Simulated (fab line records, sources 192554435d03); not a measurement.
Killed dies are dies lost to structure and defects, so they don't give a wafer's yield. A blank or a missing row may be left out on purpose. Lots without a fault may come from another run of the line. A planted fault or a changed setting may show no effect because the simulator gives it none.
Chamber matching | flow n5_finfet | N5_GATE_CUT_PECVD_57 on pecvd-01: 3 sister chambers
The step deposits SiNx from SiH4/NH3/N2, target thk 21 nm. 6 wafers are shown with their chamber, then 8 later ones without.

WAFERS WITH THEIR CHAMBER
wafer  | chamber | throttle_valve_pct (%) | showerhead_vpp_V (V)
L089.3 | 1       | 35.8                   | 987
L089.5 | 0       | 39.4                   | 1103
L091.2 | 2       | 38.9                   | 1060
L091.5 | 0       | 39.4                   | 1083
L091.6 | 2       | 39.1                   | 1090
L095.2 | 1       | 36.0                   | 982

WAFERS WITHOUT THEIR CHAMBER
wafer  | throttle_valve_pct (%) | showerhead_vpp_V (V)
L095.5 | 35.8                   | 995
L095.6 | 39.0                   | 1084
L096.2 | 39.7                   | 1096
L096.5 | 35.7                   | 993
L096.6 | 38.9                   | 1072
L097.1 | 35.6                   | 989
L097.5 | 38.9                   | 1057
L097.6 | 36.0                   | 991

WHICH CHAMBER EACH WENT THROUGH
wafer  | from the rows above | in truth
L095.5 | 1                   | 1
L095.6 | 2                   | 2
L096.2 | 0                   | 0
L096.5 | 1                   | 1
L096.6 | 2                   | 2
L097.1 | 1                   | 1
L097.5 | 2                   | 2
L097.6 | 1                   | 1
Placed correctly: 8 of 8. Can't be placed from these rows: 0. Placed wrongly: 0.
How it was worked out, from the rows above alone: a wafer's distance from a chamber is the root of the sum, over the readings, of the square of ((its reading less the chamber's mean) divided by the reading's scatter). The wafer belongs to the nearest chamber; if the next one is less than 2 further off, it can't be placed. A chamber's mean is the mean of its shown wafers. The scatter: the root of (the sum of the squares of (reading less its chamber's mean) over the shown wafers, divided by (wafers less chambers)).
